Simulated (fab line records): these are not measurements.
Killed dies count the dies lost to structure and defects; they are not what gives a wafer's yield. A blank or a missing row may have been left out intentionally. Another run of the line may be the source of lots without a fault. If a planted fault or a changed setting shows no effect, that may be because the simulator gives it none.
fab line records ; flow n5Finfet
[record] lots = 4; wafers = 12; lastDay = 22
route steps=1938 shown MOL_CONTACT_COAG@550 BEOL_M4@1111 PASSIVATION@1936
lots untouched by any fault: they come from a run of this same line in which no faults occurred
startH: start of the lot's first displayed wafer, in hours after the record's first day ; waitH: time in hours since the lot's previous step ; " identical to the entry in the row above ; L1.1+2: a row that stands for several wafers ; - no value, or no start was given ; * or withheld: withheld ; < > ~ a bound
route shown NAME@n: names a module that has steps shown in the file, with the first one's number in the route ; usual: average and standard deviation across the fault-free wafers ; same: alike in all rows ; chamber/n: place in a boat ; sites: readings site by site ; _std_site: their standard deviation ; _edge_site: outer sites' mean less inner sites' ; radiusMm: for every site, how far away it sits from the centre of the wafer ; mask NAME#n: copy n ; behind: tool/chamber where the wafer was last shaped ; hold: the reason the lot was held/the length of the hold in hours/how it ended ; device: whichever transistor did not switch (one of n, p or np) ; end of line: tests of these same wafers at the route's end ; a step given without rows: its recipe and nothing more ; killed: at the first sort, the dies lost to defects and structure; wafer yield is something else ; map: a wafer's dies, marking killed ones x, the rest . and places with no die _
set.NAME: the setting the step ran with; set.NAME@STEP: the setting that earlier step ran with ; model.NAME: the simulator's own value behind a step, which no gauge read
lots seen at some steps along the route; tables by step, rows by wafer
services: the hour from which a tool's chamber was out of use, counted from the record's first day as startH (under 0 if before that day), plus the number of hours and why
[[steps]]
[step N5_MOL_CONTACT_COAG_PRE_CLEAN_142]
[recipe] gas = H2/He; timeS = 60; tempC = 300
[step N5_MOL_CONTACT_COAG_SPUTTER_130]
[recipe] material = Co; targetThkA = 475; tempC = 25; chamberPressurePa = 0.5; powerW = 3000
[step N5_MOL_CONTACT_COAG_PRECLEAN_125]
[recipe] chemistry = DIW; timeS = 57.5; tempC = 23
[step N5_MOL_CONTACT_COAG_SRD_126]
[recipe] dryTimeS = 32; dry = n2Spin; spinRpm = 1500
[step N5_MOL_CONTACT_COAG_CMP_23]
[recipe] stopOn = SiO2; tOverpolishS = 1.5; postCmpClean = cuAlkaline; downForcePsi = 2; platenRpm = 50.289; padVelocityMS = 1.0006; targetThkNm = 0
[step N5_MOL_CONTACT_COAG_WET_ETCH_26]
[recipe] target = Co; targetDepthNm = 13
[step N5_MOL_CONTACT_COAG_WET_ETCH_116]
[recipe] chemistry = SC1-inhibited; targetDepthNm = 4.6; dry = ipaMarangoni; rinseTimeS = 30; rinseTempC = 23
[step N5_MOL_CONTACT_COAG_ALD_27]
[recipe] material = SiOC; targetThkA = 170; tempC = 400; aldPrecursorFamily = carbosiloxane; aldCoReactant = H2-plasma; pulseTimeS = 1.5; timeS = 2720; purgeTimeS = 2; coReactantPurgeTimeS = 2; aldCycles = 340; pressureTorr = 2
[step N5_MOL_CONTACT_COAG_CMP_28]
[recipe] stopOn = SiNx; tOverpolishS = 0.85; postCmpClean = alkalineBrush; downForcePsi = 4.15; platenRpm = 51.8; padVelocityMS = 1.0307; targetThkNm = 14.522
[step N5_MOL_CONTACT_COAG_ALD_123]
[recipe] material = SiNx; targetThkA = 50; tempC = 400; aldPrecursorFamily = SiH2I2; aldCoReactant = N2/H2-plasma; pulseTimeS = 1; purgeTimeS = 2; coReactantPurgeTimeS = 2; aldCycles = 100; pressureTorr = 2
[usual] aldCycles = 100/0; chamberPressureTorr = 2.000/0.0041; heaterPowerOuterW = 530/59; heaterPowerW = 835/85; precursorPulseHeightRel = 1.003/0.02
lot.wafer;tool;chamber;startH;waitH;aldCycles;chamberPressureTorr;heaterPowerOuterW;heaterPowerW;precursorPulseHeightRel
L779.2;aldSin-01;3;146.09;0.0;-;-;-;-;-
L779.4;aldSin-01;1;146.09;0.0;-;-;-;-;-
L779.5;aldSin-01;2;146.09;0.0;-;-;-;-;-
L780.1;aldSin-01;2;157.82;0.2;-;-;-;-;-
L780.5;aldSin-01;2;157.82;0.2;-;-;-;-;-
L780.6;aldSin-01;1;157.82;0.2;-;-;-;-;-
L787.1;aldSin-01;3;193.86;0.0;100;2.002;587;843;1.002
L787.2;aldSin-01;0;193.86;0.0;100;2.007;444;704;0.985
L787.4;aldSin-01;2;193.86;0.0;100;1.991;637;999;1.022
L788.4;aldSin-04;1;198.82;0.0;100;2.003;512;814;1.008
L788.5;aldSin-04;3;198.82;0.0;100;2.005;639;1018;1.000
L788.6;aldSin-04;2;198.82;0.0;100;1.992;498;777;0.992
[step N5_MOL_CONTACT_COAG_PECVD_31]
[recipe] material = SiO2; targetThkA = 460; tempC = 400; precursor = TEOS/O2; pressureTorr = 6.5; rfW = withheld; teosFlowSccm = withheld; gas = O2; flowSccm = 2650; timeS = 8.9
[step N5_MOL_CONTACT_COAG_COAT_75]
[recipe] resist = SOC; tempC = 250; timeS = 60; spinRpm = 1500; resistThkNm = 60
[step N5_MOL_CONTACT_COAG_COAT_76]
[recipe] resist = SiARC; tempC = 220; timeS = 60; spinRpm = 1500; resistThkNm = 10
[step N5_MOL_CONTACT_COAG_COAT_77]
[recipe] resist = underlayer; tempC = 205; timeS = 60; spinRpm = 1500; resistThkNm = 10
[step N5_MOL_CONTACT_COAG_COAT_78]
[recipe] resist = CAR-EUV; spinRpm = 1500; resistThkNm = 40
[step N5_MOL_CONTACT_COAG_EBR_80]
[recipe] solvent = PGMEA; ebrWidthMm = 1.5
[step N5_MOL_CONTACT_COAG_SOFTBAKE_79]
[recipe] tempC = 110; timeS = 60; resist = CAR-EUV
[step N5_MOL_CONTACT_COAG_EXPOSE_81]
[recipe] maskId = VG; na = 0.33; sourceShape = annular; sigmaInner = 0.3; sigmaOuter = 0.7; polarization = unpolarized; defocusNm = 0; doseMj = 59.5
[step N5_MOL_CONTACT_COAG_PEB_82]
[recipe] pebTempC = 100; pebTimeS = 60; resist = CAR-EUV
[step N5_MOL_CONTACT_COAG_DEVELOP_83]
[recipe] developTimeS = 30; developer = TMAH; resist = CAR-EUV; rinseLiquid = surfactantRinse; dry = airSpin; devTempC = 23
[step N5_MOL_CONTACT_COAG_DESCUM_88]
[recipe] chemistry = O2; timeS = 7; sourcePowerW = 50; biasPowerW = 20; pressureMtorr = 20; rfFrequencyHz = 2.712e+07; tempC = 40; resist = CAR-EUV; o2FlowSccm = 225
[step N5_MOL_CONTACT_COAG_ETCH_89]
[recipe] chemistry = N2/H2; target = underlayer; targetDepthA = 130; maskMaterial = CAR-EUV; timeS = 10.4; ionEnergyEv = 200; pressureMtorr = 30; sourceW = 840; biasW = 150; n2FlowSccm = 200; h2FlowSccm = 200; ends = cleared
[step N5_MOL_CONTACT_COAG_ETCH_90]
[recipe] chemistry = CF4; target = SiARC; targetDepthA = 130; maskMaterial = CAR-EUV; timeS = 21.7; ionEnergyEv = 80; pressureMtorr = 40; sourceW = 545; biasW = 36; Ar_flow_sccm = 100; cf4FlowSccm = 100; ends = cleared
[step N5_MOL_CONTACT_COAG_ALD_131]
[recipe] material = SiO2; targetThkA = 50; tempC = 100; aldPrecursorFamily = BDEAS; aldCoReactant = O2-plasma; pulseTimeS = 1; coReactantPulseTimeS = 1; purgeTimeS = 2; coReactantPurgeTimeS = 2; aldCycles = 35; pressureTorr = 2
[step N5_MOL_CONTACT_COAG_ETCHBACK_132]
[recipe] chemistry = CHF3; target = SiO2; targetDepthA = 100; timeS = 6.7; ionEnergyEv = 200; pressureMtorr = 30; sourceW = 610; biasW = 170; Ar_flow_sccm = 200; CHF3_flow_sccm = 50
[step N5_MOL_CONTACT_COAG_ETCH_91]
[recipe] chemistry = N2/H2; target = SOC; targetDepthA = 600; overetchA = 210; maskMaterial = SiARC; tempC = 40; timeS = 101.2; ionEnergyEv = 200; pressureMtorr = 30; sourceW = 840; biasW = 150; n2FlowSccm = 200; h2FlowSccm = 200
[step N5_MOL_CONTACT_COAG_STRIP_92]
[recipe] chemistry = N2/H2; tempC = 40; n2FlowSccm = 200; h2FlowSccm = 200; rfFrequencyHz = 6e+07
[step N5_MOL_CONTACT_COAG_STRIP_93]
[recipe] chemistry = N2/H2; tempC = 40; n2FlowSccm = 200; h2FlowSccm = 200; rfFrequencyHz = 6e+07
[step N5_MOL_CONTACT_COAG_ETCHBACK_135]
[recipe] chemistry = CHF3; target = SiO2; targetDepthA = 250; timeS = 16.7; ionEnergyEv = 200; pressureMtorr = 30; sourceW = 610; biasW = 170; Ar_flow_sccm = 200; CHF3_flow_sccm = 50
[step N5_MOL_CONTACT_COAG_STRIP_118]
[recipe] chemistry = CHF3; resist = SiARC; rfFrequencyHz = 6e+07
[step N5_MOL_CONTACT_COAG_VIA_ETCH_46]
[recipe] chemistry = C4F6/O2; targetDepthA = 460; overetchA = 92; maskMaterial = SOC; target = SiO2; biasW = 455; pressureMtorr = 10; timeS = 40; sourceW = 325; Ar_flow_sccm = 300; C4F6_flow_sccm = 10; O2_flow_sccm = 10; ionEnergyEv = 575.3; ends = endPoint
[step N5_MOL_CONTACT_COAG_STRIP_96]
[recipe] chemistry = N2/H2; powerW = 500; tempC = 40; pressureMtorr = 50; rfFrequencyHz = 6e+07; overashFraction = 0.3; biasPowerW = 28; h2Frac = 0.5; n2FlowSccm = 300; h2FlowSccm = 300
[step N5_MOL_CONTACT_COAG_ETCH_47]
[recipe] chemistry = CH3F/O2; target = SiNx; targetDepthA = 270; maskMaterial = SiO2; stopOn = W; overEtchFrac = 0.2; ionEnergyEv = 120; endpoint = OES-CN; pressureMtorr = 30; sourceW = 395; biasW = 73; Ar_flow_sccm = 150; CH3F_flow_sccm = 30; O2_flow_sccm = 20; ends = endPoint
[usual] drypumpMotorCurrentA = 5.7/0.45; etchRfOnTimeS = 31.3/0.47; oesProductAu = 0.69/0.091; rfVppV = 297.3/2.9; showerheadPlenumPTorr = 2.01/0.074; throttleValvePct = 16.43/0.15
[same] overEtchFrac = 0.2
lot.wafer;tool;chamber;startH;waitH;drypumpMotorCurrentA;etchRfOnTimeS;oesProductAu;rfHoursCounterH;rfVppV;showerheadPlenumPTorr;throttleValvePct;model.etch.tClearS;model.MOL_CONTACT_COAG.featureDepthNm;model.etch.depthNm
L779.2;rieDiel-05;0;147.74;0.0;6.3;31.2;0.86;4;303.4;2.04;16.18;25.96;18.6;18.05
L779.4;rieDiel-05;0;147.74;0.0;6.3;36.6;0.86;-;304.0;2.04;16.20;30.5;21.8;21.09
L779.5;rieDiel-05;3;147.74;0.0;6.6;37.0;0.63;-;297.3;2.07;16.46;30.82;21.4;20.82
L780.1;rieDiel-05;2;159.63;0.0;5.7;37.5;0.63;217;294.3;2.06;16.75;31.28;22.2;21.55
L780.5;rieDiel-05;3;159.63;0.0;6.6;37.4;0.63;-;295.6;2.07;16.48;31.18;21.8;21.07
L780.6;rieDiel-05;2;159.63;0.0;5.8;36.7;0.62;-;294.4;2.06;16.74;30.59;21.8;20.98
L787.1;rieDiel-04;1;195.63;0.0;5.6;31.1;0.79;48;297.6;1.95;16.43;25.95;18.6;18.03
L787.2;rieDiel-04;2;195.63;0.0;5.1;31.9;0.62;218;293.7;1.98;16.51;26.57;18.6;17.96
L787.4;rieDiel-04;0;195.63;0.0;6.1;30.2;0.87;8;301.2;2.13;16.11;25.2;18.6;18.02
L788.4;rieDiel-02;0;200.46;0.0;5.6;31.8;0.63;200;298.0;1.91;16.36;26.5;18.6;18.03
L788.5;rieDiel-02;0;200.46;0.0;5.6;32.1;0.62;-;298.5;1.91;16.35;26.74;18.6;18.06
L788.6;rieDiel-02;1;200.46;0.0;5.7;31.3;0.66;-;297.7;2.07;16.37;26.13;18.6;17.92
[step N5_MOL_CONTACT_COAG_STRIP_119]
[recipe] chemistry = N2/H2; timeS = 30; powerW = 1000; tempC = 250; pressureMtorr = withheld; n2FlowSccm = 1750; h2FlowSccm = 3250
[step N5_MOL_CONTACT_COAG_PRECLEAN_144]
[recipe] chemistry = alkalineClean; tempC = 60; timeS = 60; doPpb = 50
[step N5_MOL_CONTACT_COAG_SRD_145]
[recipe] dry = ipaMarangoni; timeS = 30; tempC = 23; rinseLiquid = diw
[step N5_MOL_CONTACT_COAG_ETCH_124]
[recipe] chemistry = CH3F/O2; target = SiNx; targetDepthA = 65; maskMaterial = SOC; stopOn = SiOC; overEtchFrac = 0.3; ionEnergyEv = 120; pressureMtorr = 30; sourceW = 395; biasW = 73; Ar_flow_sccm = 150; CH3F_flow_sccm = 30; O2_flow_sccm = 20; ends = endPoint
[usual] drypumpMotorCurrentA = 5.8/0.41; oesProductAu = 0.66/0.074; rfVppV = 297/3.3; showerheadPlenumPTorr = 2.03/0.076; throttleValvePct = 16.39/0.18
[same] overEtchFrac = 0.3
lot.wafer;tool;chamber;startH;waitH;drypumpMotorCurrentA;oesProductAu;rfHoursCounterH;rfVppV;showerheadPlenumPTorr;throttleValvePct;model.etch.depthNm
L779.2;rieDiel-02;2;149.03;0.0;5.7;0.31;86;301;2.10;16.32;0
L779.4;rieDiel-02;1;149.03;0.0;5.8;0.28;155;297;2.08;16.29;0
L779.5;rieDiel-02;2;149.03;0.0;5.7;0.31;-;303;2.10;16.32;0
L780.1;rieDiel-05;2;160.99;0.0;5.7;0.26;217;292;2.06;16.72;0
L780.5;rieDiel-05;3;160.99;0.0;6.6;0.27;-;297;2.07;16.43;0
L780.6;rieDiel-05;0;160.99;0.0;6.3;0.35;-;302;2.04;16.16;0
L787.1;rieDiel-04;1;196.93;0.0;5.6;0.76;49;296;1.95;16.40;5.009
L787.2;rieDiel-04;0;196.93;0.0;6.1;0.81;9;301;2.13;16.10;5.01
L787.4;rieDiel-04;3;196.93;0.0;5.1;0.60;244;299;2.05;16.53;5.011
L788.4;rieDiel-05;3;201.83;0.0;6.6;0.60;199;297;2.07;16.49;4.946
L788.5;rieDiel-05;2;201.83;0.0;5.8;0.59;-;293;2.06;16.74;4.956
L788.6;rieDiel-05;3;201.83;0.0;6.5;0.60;-;297;2.07;16.48;4.964
[step N5_BEOL_M4_RC_MEAS_101]
[usual] DIBL_N = 36.3/1.1; DIBL_P = 36.3/1.4; IOFF_N = 0.155/0.019; IOFF_P = 0.211/0.027; ION_N = 672/8.5; ION_P = 462/5.8; SS_N = 71.5/0.56; SS_P = 73.3/0.52; VT_N = 249.9/2.5; VT_P = -249.8/2.8
lot.wafer;tool;chamber;startH;waitH;DIBL_N[mV/V];DIBL_P[mV/V];IOFF_N[nA/um];IOFF_P[nA/um];ION_N[uA/um];ION_P[uA/um];SS_N[mV/dec];SS_P[mV/dec];VT_N[mV];VT_P[mV]
L780.1;prober-02;0;311.05;0.0;37.1;38.0;0.147;0.188;670;454;71.0;73.7;251.5;-250.6
L780.5;prober-02;0;311.05;0.0;36.5;37.2;0.148;0.181;670;455;71.5;72.3;249.4;-254.8
L780.6;prober-02;0;311.05;0.0;36.9;37.3;0.154;0.184;675;455;70.8;73.3;250.4;-252.2
L787.1;prober-01;0;351.28;0.0;34.7;36.1;0.133;0.200;662;465;71.6;72.9;254.5;-250.6
L787.2;prober-01;0;351.28;0.0;36.5;37.6;0.151;0.209;661;458;72.0;73.4;251.8;-251.9
L787.4;prober-01;0;351.28;0.0;34.4;35.6;0.121;0.182;649;455;71.0;72.5;253.4;-251.4
L788.4;prober-01;0;376.75;0.5;35.4;34.8;0.151;0.195;681;464;71.3;73.0;250.4;-250.3
L788.5;prober-01;0;376.75;0.5;36.7;36.3;0.170;0.219;685;466;71.9;73.4;247.7;-248.3
L788.6;prober-01;0;376.75;0.5;36.6;36.2;0.169;0.214;684;467;71.5;73.8;248.6;-247.7
L779.2;prober-02;0;399.79;0.2;37.0;38.3;0.162;0.214;675;466;71.3;73.5;246.4;-249.6
L779.4;prober-02;0;399.79;0.2;33.6;32.5;0.105;0.142;658;454;70.4;72.8;255.7;-256.8
L779.5;prober-02;0;399.79;0.2;34.7;34.7;0.118;0.173;652;458;70.4;73.1;253.0;-253.3
[step N5_PASSIVATION_PROBE_49]
[usual] defectLimitedYield = 91.4/1.2; killed_at_M0_to_M3 = 34/10; killed_at_M4_up = 14/5.1; killedAtContacts = 12/6.4; killedAtFrontEnd = 38/9.3; killedAtOther = 4/3; killedDies = 102/15; killedOnRim = 13/3.6; killedOpen = 67/12; killedShort = 33/6.9; sort_bin_5_function = 5.0/0.86; sort_bin_6_memory = 3.2/0.58; sortNPass = 1078/15; sortYieldPct = 91.4/1.2
[same] grossDies = 1180; killedAtBackSide = 0; sort_bin_4_leakage[%] = 0; sort_bin_8_speed[%] = 0
lot.wafer;tool;chamber;startH;waitH;defectLimitedYield[%];killed_at_M0_to_M3;killed_at_M4_up;killedAtContacts;killedAtFrontEnd;killedAtOther;killedDies;killedOnRim;killedOpen;killedShort;sort_bin_5_function[%];sort_bin_6_memory[%];sortNPass;sortYieldPct[%]
L780.1;prober-02;-;422.19;0.4;59.3;28;13;411;19;9;480;14;49;28;38.0;2.5;700;59.3
L780.5;prober-02;-;422.39;0.6;59.7;33;9;393;36;5;476;15;54;26;36.9;3.1;704;59.7
L780.6;prober-02;-;422.44;0.6;60.6;27;13;381;36;8;465;64;52;35;36.2;2.8;715;60.6
L787.1;prober-02;-;451.83;0.0;89.9;41;13;9;50;6;119;18;80;39;5.3;4.2;1061;89.9
L787.2;prober-02;-;451.88;0.1;91.9;27;21;7;28;13;96;10;67;27;4.3;3.7;1084;91.9
L787.4;prober-02;-;451.98;0.2;92.5;23;17;6;35;8;89;11;61;28;5.1;2.1;1091;92.5
L788.4;prober-01;-;485.69;0.2;93.1;23;15;5;37;1;81;7;46;34;4.3;2.1;1099;93.1
L788.5;prober-01;-;485.74;0.2;90.7;37;20;5;44;4;110;15;73;33;6.1;2.7;1070;90.7
L788.6;prober-01;-;485.79;0.3;93.5;18;16;4;34;5;77;9;47;28;3.6;2.8;1103;93.5
L779.2;prober-01;-;517.15;0.1;58.4;23;24;387;53;4;491;112;66;47;37.5;3.8;689;58.4
L779.4;prober-01;-;517.25;0.2;60.1;28;14;382;47;0;471;72;66;32;36.4;3.3;709;60.1
L779.5;prober-01;-;517.30;0.2;58.1;27;14;416;38;0;495;15;69;28;38.6;2.9;685;58.1
// killed by level:class
L780.1 MOL_CONTACT_COAG:areaAld=400 MOL_CONTACT_COAG:geometricParticle:open=10 BEOL_M0_SAQP:geometricParticle:open=8 BEOL_M0_SAQP:geometricParticle:short=6 STI_FIN_REVEAL:geometricParticle:open=5 BEOL_M2:geometricParticle:open=5 DUMMY_GATE:geometricParticle:open=4 GATE_CUT:geometricParticle:short=3
L780.5 MOL_CONTACT_COAG:areaAld=390 FIN_SAQP:geometricParticle:open=7 BEOL_M2:geometricParticle:open=7 BEOL_M0_SAQP:geometricParticle:short=6 BEOL_M0_SAQP:geometricParticle:open=6 BEOL_M3:geometricParticle:open=6 GATE_CUT:geometricParticle:open=5 GATE_CUT:geometricParticle:short=5
L780.6 MOL_CONTACT_COAG:areaAld=377 FIN_SAQP:geometricParticle:open=8 BEOL_M4:geometricParticle:open=7 BEOL_M1:geometricParticle:open=6 FIN_SAQP:geometricParticle:short=5 BEOL_M0_SAQP:geometricParticle:short=5 BEOL_M0_SAQP:geometricParticle:open=5 DUMMY_GATE:geometricParticle:open=4
L787.1 STI_FIN_REVEAL:geometricParticle:open=22 BEOL_M0_SAQP:geometricParticle:short=10 BEOL_M3:geometricParticle:open=9 FIN_SAQP:geometricParticle:short=7 MOL_CONTACT_COAG:geometricParticle:open=7 BEOL_M1:geometricParticle:open=7 BEOL_M0_SAQP:geometricParticle:open=6 FIN_SAQP:geometricParticle:open=5
L787.2 BEOL_M4:geometricParticle:open=11 STI_FIN_REVEAL:geometricParticle:open=8 BEOL_M0_SAQP:geometricParticle:open=8 BEOL_M2:geometricParticle:open=7 MOL_CONTACT_COAG:geometricParticle:open=6 FIN_SAQP:geometricParticle:open=4 DUMMY_GATE:geometricParticle:open=4 PAD_METAL:geometricParticle:short=4
L787.4 STI_FIN_REVEAL:geometricParticle:open=8 MOL_CONTACT_COAG:geometricParticle:open=6 BEOL_M3:geometricParticle:open=6 FIN_SAQP:geometricParticle:short=5 BEOL_M0_SAQP:geometricParticle:open=5 BEOL_M2:geometricParticle:open=5 BEOL_M4:geometricParticle:open=5 STI_FIN_REVEAL:geometricParticle:short=4
L788.4 FIN_SAQP:geometricParticle:short=8 BEOL_M0_SAQP:geometricParticle:short=8 DUMMY_GATE:geometricParticle:open=6 FIN_SAQP:geometricParticle:open=5 BEOL_M4:geometricParticle:open=5 BEOL_M3:geometricParticle:open=5 BEOL_M2:geometricParticle:open=5 MOL_CONTACT_COAG:geometricParticle:open=4
L788.5 STI_FIN_REVEAL:geometricParticle:open=12 FIN_SAQP:geometricParticle:open=9 BEOL_M0_SAQP:geometricParticle:short=9 BEOL_M2:geometricParticle:open=9 BEOL_M4:geometricParticle:open=9 BEOL_M0_SAQP:geometricParticle:open=8 FIN_SAQP:geometricParticle:short=7 BEOL_M5:geometricParticle:open=6
L788.6 BEOL_M4:geometricParticle:open=9 FIN_SAQP:geometricParticle:open=5 FIN_SAQP:geometricParticle:short=5 FIN_CUT:geometricParticle:short=4 BEOL_M2:geometricParticle:open=4 BEOL_M0_SAQP:geometricParticle:open=4 FIN_CUT:geometricParticle:open=3 DUMMY_GATE:geometricParticle:open=3
L779.2 MOL_CONTACT_COAG:areaAld=377 FIN_SAQP:geometricParticle:short=23 FIN_SAQP:geometricParticle:open=13 BEOL_M2:geometricParticle:open=12 BEOL_M4:geometricParticle:short=9 MOL_CONTACT_COAG:geometricParticle:open=9 BEOL_M4:geometricParticle:open=9 BEOL_M0_SAQP:geometricParticle:open=5
L779.4 MOL_CONTACT_COAG:areaAld=373 BEOL_M2:geometricParticle:open=12 STI_FIN_REVEAL:geometricParticle:open=11 FIN_SAQP:geometricParticle:short=9 MOL_CONTACT_COAG:geometricParticle:open=9 FIN_SAQP:geometricParticle:open=6 BEOL_M4:geometricParticle:open=6 GATE_CUT:geometricParticle:short=4
L779.5 MOL_CONTACT_COAG:areaAld=397 MOL_CONTACT_COAG:geometricParticle:open=16 BEOL_M2:geometricParticle:open=9 GATE_CUT:geometricParticle:open=8 FIN_SAQP:geometricParticle:short=6 STI_FIN_REVEAL:geometricParticle:open=6 BEOL_M3:geometricParticle:open=6 GATE_CUT:geometricParticle:short=5
// map L779.5 (x killed, . not)
_________________.x..........________________
______________.....x......x...x._____________
___________.....x.....x..........x.__________
__________..x..x....xx.x..xx.....x.._________
________.....xx.x....x.xx.......x.x..._______
_______.........x..xx...x..x...........______
______.xx.x.....xxx.x....xx..x.........x_____
_____...x..x.x....xxxx.x..xx..x.x.x......____
____.........xx.x...xx...x.x.......x..x...___
___x....x.x...x.xxxxxx.xxxxx.xxx...xx...x..__
___....xxxx.xxxxxxx.xxxxx.xx.xx............__
__...x..x..xx.x.xxxxxx..xxxxxxxxxx........xx_
__........xxxxx.x.xx.xxx...xxxxxxx.xxx......_
_.x....x.x...xxxxxx.xxxxxxxx.xxx.x.x.........
_.....x.xxx..xxxxxxxxxx.xxxxxxxxx..x.x..x...x
_.xx..xxxxx.xxxxxxxx.xxxxxxxxxxx..x.......x..
_....xxx...xxxxxxxxxxxxxxxx.xx.x.x....x......
_..x......xxxxx.xxxxxxxxxxxxxxx.xxxx.....x...
_........x.xxxxx.x..xxxxxxxxxxxxxxxxx.x......
_...x..xx.xxx.xx.xxx.x.xxxx.xxxxx...x........
_....xx...xx..xxxxxxxxxxxxxxxxxx.xx.x......x.
__...x..xxxxx.xx.xxxxxxxxx.xxxx...xx........_
__...x..x.x.xxx.xxx.x.xxxx.x.xxxx..xx......._
___...x..xx.x..xxxx.xxx.xxxxxxx.x.........x__
___...x.xxxxxxxx..xxxxxx.xx.xxxx...x.......__
____....xxx..x...x.x..xx..x..x.......x....___
_____.....x.x..x..xxx.xx.xx.xx.x...x.....____
______.....x..xxxx..xxx......xx.x......._____
_______...x.x.x...xx.x......x.....x....______
________....x.....x.x.x.......x.x....._______
__________..x.x..x.x.x..x..........._________
___________...........x........x..x__________
______________.....x.x.x........_____________
_________________....x.......________________
// map L780.1 (x killed, . not)
_________________.....x......________________
______________..x..............._____________
___________..x..x..................__________
__________..........x.....x.x......._________
________.x..........xx..xx.x.........._______
_______.....xx..x..xx.x...x......x.....______
______...x...x..xxx.x.x..xxx.x.........._____
_____....xx.xx..xxxx..x..xx.....x........____
____.....x.x..xx..xx.xx.xxxx..xx.xx..x....___
___...xx.x.x...xxx.xxxxxxxxx.x.xx.....x....__
___....x.xxx.xxx.xxxxxxxxx.x....xxx........__
__...x..xxx..x.xxxxxx.xxxxxxxx...x.x.....x.._
__...x....x...xxxx.xx.xxxxxxx.xxx.......x..._
_.......xx..xx.xxx.xxxxxxxxxx.xx.............
_.....x..xxxxxxxxxx..xxxx.xxxx.xxxx.xx......x
_x..xxxxx.x.x.xxxxxxxxxxxx.xxxx..............
_.....x..xx.xxx.xxxxxxxxxxxxxxx.xxx.....x.x..
_.....x..xxxxxxxxxxxxxxxxxx.x.x.xxx.xx..x.x..
_...xx.xx..xxx.xxxxxxxxx.xxxxx.xxx........x..
_...x.xx.xx..x..xxxxxxxxxxxxx.xx.x.x.x.......
_..x.xx..xx..xxxx.xxxxxxxx.xxxxxxxx..x..x.x..
__.........xxx.xxxxxxxxxx.xxxxxx...x.....x.x_
__x......xxx.x..xxxx.......xx..x.x.xx.x....._
___........xxxxx.xxxxxx.xxx...xxx..x.......__
___.x..x.xxxx.xx.x..x..xxxxxx..x.x.xx.x....__
____.x.x..x..xxxxx.xx..xxxxx.xx.x..x......___
_____..x....xx.x.xx.x.xxxx.x.x.....x.....____
______...xx...x...x.....x...x.x.x......._____
_______.......x..xxx..x..x.x....x......______
________.......x.......x.x.........x.._______
__________.....x...x.x...x.........._________
___________...........x.........x..__________
______________.................._____________
_________________.x.x........________________
[[services]]
tool;chamber;startH;hours;kind
rieDiel-05;1;126.71;2.8;repair
aldSin-01;3;140.26;2.1;repair
rieDiel-05;2;144.20;3.8;repair
rieDiel-04;0;157.01;-;clean
rieDiel-04;0;157.01;-;consumableReplace:focusRing
rieDiel-04;0;157.01;-;consumableReplace:showerhead
rieDiel-04;0;157.01;20.0;scheduledDown
rieDiel-04;0;157.01;20.0;ventCycle
rieDiel-05;1;157.39;-;clean
rieDiel-05;1;157.39;-;consumableReplace:focusRing
rieDiel-05;1;157.39;-;consumableReplace:showerhead
rieDiel-05;1;157.39;18.2;scheduledDown
rieDiel-05;1;157.39;18.2;ventCycle
aldSin-04;1;168.36;12.8;repair
rieDiel-05;-;172.97;2.8;pm
aldSin-01;0;199.07;7.3;repair
[[key]]
[firstSign] step = N5_MOL_CONTACT_COAG_ALD_123; reading = toolRecord; direction = missing
[effect] step = N5_MOL_CONTACT_COAG_ETCH_47; reading = etchRfOnTimeS; direction = up; sigmas = 10; usual = *; struck = *; wafersMoved = 5
[effect] step = N5_MOL_CONTACT_COAG_ETCH_124; reading = oesProductAu; direction = down; sigmas = 5; usual = 0.66; struck = 0.29
[effect] step = N5_PASSIVATION_PROBE_49; reading = killedAtContacts; direction = up; sigmas = 60; usual = 12; struck = 395
[modelEffect] step = N5_MOL_CONTACT_COAG_ETCH_47; value = etch.tClearS; without = 26.24; struck = 30.06
[modelEffect] step = N5_MOL_CONTACT_COAG_ETCH_124; value = etch.depthNm; without = 4.995; struck = 0
[moreKillsBornAt] N5_MOL_CONTACT_COAG_ALD_123@aldSin-01 = 2310
metAt N5_MOL_CONTACT_COAG_ALD_123
struckWafers L779.2,L779.4,L779.5,L780.1,L780.5,L780.6
[fault] kind = skippedStepWhole; tool = aldSin-01; chamber = -; onsetH = 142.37; steps = N5_MOL_CONTACT_COAG_ALD_123; scope = struckLotsOnly
